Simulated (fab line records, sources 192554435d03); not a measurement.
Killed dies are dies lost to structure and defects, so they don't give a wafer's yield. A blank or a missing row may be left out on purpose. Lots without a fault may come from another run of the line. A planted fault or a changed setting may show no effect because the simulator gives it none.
Chamber matching | flow n5_finfet | N5_BEOL_M1_ETCH_77 on rie_diel-01: 4 sister chambers
The step etches underlayer in N2/H2, target depth 6.5 nm, time 5.2 s. 14 wafers are shown with their chamber, then 7 later ones without.

WAFERS WITH THEIR CHAMBER
wafer  | chamber | drypump_motor_current_A (A) | showerhead_plenum_p_Torr (Torr) | throttle_valve_pct (%)
L074.2 | 2       | 4.8                         | 2.47                            | 17.45
L074.3 | 1       | 5.7                         | 2.56                            | 17.76
L074.4 | 3       | 5.5                         | 2.59                            | 17.65
L085.3 | 3       | 5.5                         | 2.59                            | 17.67
L085.5 | 2       | 4.9                         | 2.46                            | 17.47
L085.6 | 1       | 5.7                         | 2.55                            | 17.81
L086.1 | 2       | 4.9                         | 2.46                            | 17.50
L086.5 | 2       | 4.9                         | 2.46                            | 17.48
L086.6 | 3       | 5.5                         | 2.58                            | 17.67
L088.2 | 2       | 4.9                         | 2.46                            | 17.47
L088.5 | 2       | 4.8                         | 2.46                            | 17.49
L088.6 | 3       | 5.5                         | 2.58                            | 17.68
L089.1 | 1       | 5.7                         | 2.55                            | 17.80
L089.4 | 0       | 5.8                         | 2.68                            | 17.85

SIGNATURES (means of the wafers above)
reading                  | chamber 0 | chamber 1 | chamber 2 | chamber 3 | scatter within a chamber
drypump_motor_current_A  | 5.800     | 5.700     | 4.867     | 5.500     | 0.0365
showerhead_plenum_p_Torr | 2.6800    | 2.5533    | 2.4617    | 2.5850    | 0.005
throttle_valve_pct       | 17.8500   | 17.7900   | 17.4767   | 17.6675   | 0.0185
Rule: a wafer's distance from a chamber is the root of the sum, over the readings, of the square of ((its reading less the chamber's mean) divided by the reading's scatter). The wafer belongs to the nearest chamber; if the next one is less than 2 further off, it can't be placed. The scatter: the root of (the sum of the squares of (reading less its chamber's mean) over the shown wafers, divided by (wafers less chambers)).

WAFERS WITHOUT THEIR CHAMBER
wafer  | drypump_motor_current_A (A) | showerhead_plenum_p_Torr (Torr) | throttle_valve_pct (%)
L089.6 | 4.9                         | 2.46                            | 17.49
L090.2 | 5.8                         | 2.68                            | 17.84
L090.3 | 5.7                         | 2.55                            | 17.79
L090.6 | 4.9                         | 2.46                            | 17.51
L097.3 | 4.9                         | 2.45                            | 17.53
L097.4 | 5.8                         | 2.68                            | 17.87
L097.6 | 4.9                         | 2.46                            | 17.53

WHICH CHAMBER EACH WENT THROUGH
wafer  | from the rows above | in truth
L089.6 | 2                   | 2
L090.2 | 0                   | 0
L090.3 | 1                   | 1
L090.6 | 2                   | 2
L097.3 | 2                   | 2
L097.4 | 0                   | 0
L097.6 | 2                   | 2
Placed correctly: 7 of 7. Can't be placed from these rows: 0. Placed wrongly: 0.
